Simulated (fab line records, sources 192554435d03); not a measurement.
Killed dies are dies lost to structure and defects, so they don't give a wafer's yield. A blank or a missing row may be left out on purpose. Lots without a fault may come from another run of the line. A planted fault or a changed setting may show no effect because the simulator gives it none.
Which tool did it? | flow n5_finfet | 10 lots, 30 wafers sampled, at 5 steps of a route of 1938

WHAT THE GAUGES READ, wafer by wafer
N5_BEOL_M4_RC_MEAS_101. Usual: DIBL_N 36.6 mV/V, standard deviation 1.8; DIBL_P 37.1 mV/V, standard deviation 2.1; IOFF_N 0.17 nA/um, standard deviation 0.033; IOFF_P 0.23 nA/um, standard deviation 0.039; ION_N 681 uA/um, standard deviation 13; ION_P 467 uA/um, standard deviation 8.7; SS_N 71.6 mV/dec, standard deviation 0.59; SS_P 73.4 mV/dec, standard deviation 0.63; VT_N 249 mV, standard deviation 3.4; VT_P -249 mV, standard deviation 3.7.
lot  | measured     | on        | DIBL_N (mV/V)  | DIBL_P (mV/V)  | IOFF_N (nA/um) | IOFF_P (nA/um) | ION_N (uA/um) | ION_P (uA/um) | SS_N (mV/dec)  | SS_P (mV/dec)  | VT_N (mV)   | VT_P (mV)      | flag
L209 | day 7 22:34  | prober-01 | 38.4 36.5 38.5 | 38.5 36.3 37.2 | 0.19 0.15 0.19 | 0.23 0.19 0.20 | 685 692 680   | 469 470 457   | 71.4 70.9 72.4 | 74.2 73.0 73.7 | 247 249 247 | -252 -253 -252 |
L211 | day 8 16:04  | prober-01 | 38.0 38.2 38.5 | 40.2 38.5 40.0 | 0.19 0.18 0.18 | 0.25 0.21 0.24 | 693 672 686   | 471 456 468   | 71.1 71.4 71.2 | 73.5 72.3 73.1 | 245 249 249 | -248 -251 -248 |
L212 | day 8 19:08  | prober-01 | 35.2 35.8 37.4 | 36.8 37.1 38.8 | 0.16 0.16 0.18 | 0.22 0.22 0.25 | 696 666 673   | 476 458 458   | 71.5 71.5 72.4 | 72.8 72.9 72.8 | 249 252 249 | -247 -248 -249 |
L214 | day 9 11:08  | prober-01 | 32.4 37.3 35.6 | 32.3 37.8 35.1 | 0.11 0.19 0.15 | 0.14 0.21 0.17 | 664 687 676   | 453 466 462   | 70.3 72.4 72.0 | 72.2 73.7 72.6 | 253 246 251 | -255 -250 -256 |
L215 | day 9 23:52  | prober-02 | 37.5 37.0 37.9 | 38.9 38.5 38.8 | 0.18 0.18 0.18 | 0.21 0.22 0.21 | 692 690 673   | 469 468 455   | 71.5 71.0 71.7 | 73.4 73.3 73.7 | 248 248 253 | -253 -251 -254 |
L217 | day 10 04:15 | prober-01 | 40.0 38.0 37.6 | 40.4 38.1 36.9 | 0.23 0.19 0.18 | 0.29 0.23 0.22 | 683 694 682   | 467 468 462   | 72.9 71.4 71.9 | 74.0 73.3 73.9 | 247 247 248 | -244 -249 -251 |
L221 | day 11 04:32 | prober-02 | 32.8 36.2 34.1 | 33.6 38.0 34.3 | 0.11 0.18 0.13 | 0.20 0.28 0.20 | 665 690 672   | 464 478 463   | 71.2 71.0 70.5 | 73.2 74.2 72.9 | 254 245 254 | -248 -245 -246 |
L227 | day 12 21:51 | prober-01 | 41.1 38.7 42.3 | 37.9 36.7 40.7 | 0.23 0.17 0.27 | 0.26 0.24 0.31 | 681 688 699   | 464 470 473   | 72.8 71.3 72.5 | 73.4 73.5 74.0 | 247 252 245 | -248 -248 -246 |
L228 | day 12 23:22 | prober-02 | 36.7 35.8 37.9 | 37.5 35.6 38.8 | 0.18 0.14 0.19 | 0.25 0.21 0.26 | 688 657 673   | 472 452 462   | 72.1 71.6 72.6 | 73.5 73.3 74.4 | 248 253 247 | -245 -250 -247 |
L229 | day 13 03:09 | prober-02 | 38.1 34.8 36.8 | 39.0 35.4 37.6 | 0.21 0.14 0.17 | 0.29 0.23 0.28 | 691 673 699   | 475 476 487   | 71.5 71.7 71.0 | 73.3 72.8 72.7 | 243 249 247 | -243 -244 -242 |

N5_PASSIVATION_INSPECT_64: inspects for defects (macro). Usual: raw_defect_count 2.4, standard deviation 1.5.
lot  | measured     | on                | raw_defect_count | flag
L209 | day 11 19:01 | defect_inspect-02 | 1 2 2            |
L211 | day 12 19:01 | defect_inspect-02 | 2 5 5            |
L212 | day 12 23:49 | defect_inspect-01 | 3 3 3            |
L214 | day 13 07:49 | defect_inspect-01 | 3 5 3            |
L215 | day 13 22:14 | defect_inspect-01 | 0 0 3            |
L217 | day 14 09:48 | defect_inspect-02 | 5 1 3            |
L221 | day 14 22:06 | defect_inspect-02 | 0 3 3            |
L227 | day 16 19:02 | defect_inspect-02 | 3 6 2            |
L228 | day 17 06:52 | defect_inspect-01 | 2 3 1            |
L229 | day 17 06:37 | defect_inspect-02 | 4 2 1            |

WHICH TOOL RAN EACH LOT (tool, then ch and the chambers of the sampled wafers, then the start)
lot  | N5_BEOL_M0_SAQP_ALD_48            | N5_PASSIVATION_PRE_CLEAN_19  | N5_PASSIVATION_SPUTTER_20
L209 | ald_sin-03 ch 1,2,3, day 5 15:39  | pvd_sputter-01, day 11 18:21 | pvd_sputter-01, day 11 18:23
L211 | ald_sin-04 ch 0,2,3, day 6 04:29  | pvd_sputter-01, day 12 18:13 | pvd_sputter-01, day 12 18:16
L212 | ald_sin-04 ch 0,1,3, day 6 12:26  | pvd_sputter-02, day 12 23:01 | pvd_sputter-02, day 12 23:04
L214 | ald_sin-04 ch 2,3, day 6 23:26    | pvd_sputter-01, day 13 07:02 | pvd_sputter-01, day 13 07:04
L215 | ald_sin-04 ch 0,1,3, day 7 05:56  | pvd_sputter-01, day 13 21:34 | pvd_sputter-01, day 13 21:37
L217 | ald_sin-04 ch 0,2,3, day 7 18:59  | pvd_sputter-03, day 14 09:08 | pvd_sputter-03, day 14 09:11
L221 | ald_sin-01 ch 0,2,3, day 8 18:17  | pvd_sputter-02, day 14 21:26 | pvd_sputter-02, day 14 21:28
L227 | ald_sin-04 ch 0,2,3, day 10 05:56 | pvd_sputter-01, day 16 18:23 | pvd_sputter-01, day 16 18:25
L228 | ald_sin-04 ch 0,2,3, day 10 15:05 | pvd_sputter-01, day 17 06:13 | pvd_sputter-01, day 17 06:15
L229 | ald_sin-03 ch 0,1, day 10 16:47   | pvd_sputter-03, day 17 05:50 | pvd_sputter-03, day 17 05:52
- N5_BEOL_M0_SAQP_ALD_48: deposits SiO2, target thk 20 nm, pulse time 1 s, co reactant pulse time 1 s.
- N5_PASSIVATION_PRE_CLEAN_19
- N5_PASSIVATION_SPUTTER_20: material TaN, target thk 50 nm.

WHAT THE TOOLS THEMSELVES READ (means of the sampled wafers that have a number; where no wafer has one, the mark that the record gives instead)
N5_BEOL_M0_SAQP_ALD_48. Usual: heater_power_w 81 W, standard deviation 8.8; precursor_pulse_height_rel 1.001, standard deviation 0.017.
lot  | tool       | heater_power_w (W) | precursor_pulse_height_rel | flag
L209 | ald_sin-03 | 71                 | 0.983                      |
L211 | ald_sin-04 | 85                 | 0.990                      |
L212 | ald_sin-04 | 82                 | 0.987                      |
L214 | ald_sin-04 | 89                 | 1.013                      |
L215 | ald_sin-04 | 81                 | 0.994                      |
L217 | ald_sin-04 | 85                 | 0.990                      |
L221 | ald_sin-01 | 80                 | 1.012                      |
L227 | ald_sin-04 | 86                 | 0.990                      |
L228 | ald_sin-04 | 87                 | 1.012                      |
L229 | ald_sin-03 | 82                 | 1.002                      |

N5_PASSIVATION_PRE_CLEAN_19. Usual: heater_power_w 450 W, standard deviation 43.
lot  | tool           | heater_power_w (W) | flag
L209 | pvd_sputter-01 | 449                |
L211 | pvd_sputter-01 | 428                |
L212 | pvd_sputter-02 | 411                |
L214 | pvd_sputter-01 | 487                |
L215 | pvd_sputter-01 | 452                |
L217 | pvd_sputter-03 | 470                |
L221 | pvd_sputter-02 | 435                |
L227 | pvd_sputter-01 | 463                |
L228 | pvd_sputter-01 | 437                |
L229 | pvd_sputter-03 | 496                |

N5_PASSIVATION_SPUTTER_20. Usual: throttle_valve_pct 29.8 %, standard deviation 0.97.
lot  | tool           | throttle_valve_pct (%) | flag
L209 | pvd_sputter-01 | 30.5                   |
L211 | pvd_sputter-01 | 30.0                   |
L212 | pvd_sputter-02 | 29.0                   |
L214 | pvd_sputter-01 | 30.6                   |
L215 | pvd_sputter-01 | 30.5                   |
L217 | pvd_sputter-03 | 29.4                   |
L221 | pvd_sputter-02 | 28.3                   |
L227 | pvd_sputter-01 | 29.8                   |
L228 | pvd_sputter-01 | 30.4                   |
L229 | pvd_sputter-03 | 29.0                   |

THE ANSWER, worked out from the rows above alone
Rule: a lot is off if the mean of its wafers that have a number lies more than 3 standard deviations from the usual mean. A lot without any number at a reading at which 4 lots or more have one is off too. The other lots that the step has rows for count as sound. The gauges are gone through in route order, then the tools' own readings, and for those a lot's mean is taken as printed above. The first step at which some lot is off is used, and at that step the reading that is off furthest; a lot without a number counts as furthest.
No lot is off at any reading shown: from this, nothing can be told.

WHAT THE SIMULATOR HAD PUT IN
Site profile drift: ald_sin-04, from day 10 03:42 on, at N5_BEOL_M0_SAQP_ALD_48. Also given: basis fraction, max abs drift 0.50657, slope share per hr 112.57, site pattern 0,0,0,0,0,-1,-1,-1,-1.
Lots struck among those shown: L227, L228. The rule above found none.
